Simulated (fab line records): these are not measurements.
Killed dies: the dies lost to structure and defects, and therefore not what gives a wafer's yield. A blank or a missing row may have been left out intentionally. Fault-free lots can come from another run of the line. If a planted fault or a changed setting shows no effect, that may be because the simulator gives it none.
Matching of chambers :: flow n5Finfet :: 4 sister chambers for N5_STI_FIN_REVEAL_ALD_00 on aldSin-02
The step deposits SiO2, target thk 1 nm, pulse time 1 s. 8 wafers are shown with their chamber, then 12 later ones without.

## WAFERS, EACH WITH ITS CHAMBER
wafer: L085.1
chamber: 0
heaterPowerW (W): 436
precursorPulseHeightRel: 0.987

wafer: L087.1
chamber: 3
heaterPowerW (W): 454
precursorPulseHeightRel: 0.979

wafer: L087.4
chamber: 0
heaterPowerW (W): 450
precursorPulseHeightRel: 1.002

wafer: L087.5
chamber: 2
heaterPowerW (W): 435
precursorPulseHeightRel: 1.013

wafer: L087.6
chamber: 1
heaterPowerW (W): 466
precursorPulseHeightRel: 1.034

wafer: L088.2
chamber: 1
heaterPowerW (W): 466
precursorPulseHeightRel: 0.975

wafer: L088.5
chamber: 2
heaterPowerW (W): 452
precursorPulseHeightRel: 0.971

wafer: L088.6
chamber: 3
heaterPowerW (W): 443
precursorPulseHeightRel: 1.000

## WAFERS WITHOUT THEIR CHAMBER
wafer: L092.1
heaterPowerW (W): 458
precursorPulseHeightRel: 0.977

wafer: L092.2
heaterPowerW (W): 441
precursorPulseHeightRel: 1.023

wafer: L092.3
heaterPowerW (W): 443
precursorPulseHeightRel: 0.992

wafer: L092.4
heaterPowerW (W): 440
precursorPulseHeightRel: 0.990

wafer: L092.5
heaterPowerW (W): 433
precursorPulseHeightRel: 1.050

wafer: L092.6
heaterPowerW (W): 448
precursorPulseHeightRel: 1.020

wafer: L093.1
heaterPowerW (W): 461
precursorPulseHeightRel: 1.016

wafer: L093.4
heaterPowerW (W): 440
precursorPulseHeightRel: 0.993

wafer: L093.5
heaterPowerW (W): 451
precursorPulseHeightRel: 0.961

wafer: L097.3
heaterPowerW (W): 445
precursorPulseHeightRel: 0.977

wafer: L097.4
heaterPowerW (W): 467
precursorPulseHeightRel: 1.008

wafer: L097.5
heaterPowerW (W): 427
precursorPulseHeightRel: 1.008

## THE CHAMBER EACH PASSED THROUGH
wafer: L092.1
from the rows above: can't be placed: 3 or 1 or 2 or 0
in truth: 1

wafer: L092.2
from the rows above: can't be placed: 0 or 2 or 3 or 1
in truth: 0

wafer: L092.3
from the rows above: can't be placed: 2 or 0 or 3
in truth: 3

wafer: L092.4
from the rows above: can't be placed: 0 or 2 or 3
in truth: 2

wafer: L092.5
from the rows above: can't be placed: 0 or 2 or 3 or 1
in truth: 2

wafer: L092.6
from the rows above: can't be placed: 0 or 3 or 2 or 1
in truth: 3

wafer: L093.1
from the rows above: can't be placed: 1 or 3 or 2 or 0
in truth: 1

wafer: L093.4
from the rows above: can't be placed: 0 or 2 or 3
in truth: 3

wafer: L093.5
from the rows above: can't be placed: 3 or 2 or 0 or 1
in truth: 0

wafer: L097.3
from the rows above: can't be placed: 2 or 3 or 0
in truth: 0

wafer: L097.4
from the rows above: 1
in truth: 1

wafer: L097.5
from the rows above: can't be placed: 0 or 2 or 3
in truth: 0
1 of 12 placed correctly. From these rows, 11 cannot be placed; in 11 the true chamber is one of the candidates. Wrongly placed: 0.
How it was worked out, from the rows above alone: a wafer's distance from a chamber is the root of the sum, over the readings, of the square of ((its reading less the chamber's mean) divided by the reading's scatter). If the next closest chamber is less than 2 further off than the closest, the wafer can't be placed; otherwise it belongs to the closest. The mean given for a chamber averages the wafers shown for that chamber. The scatter: the root of (the sum of the squares of (reading less its chamber's mean) over the shown wafers, divided by (wafers less chambers)).
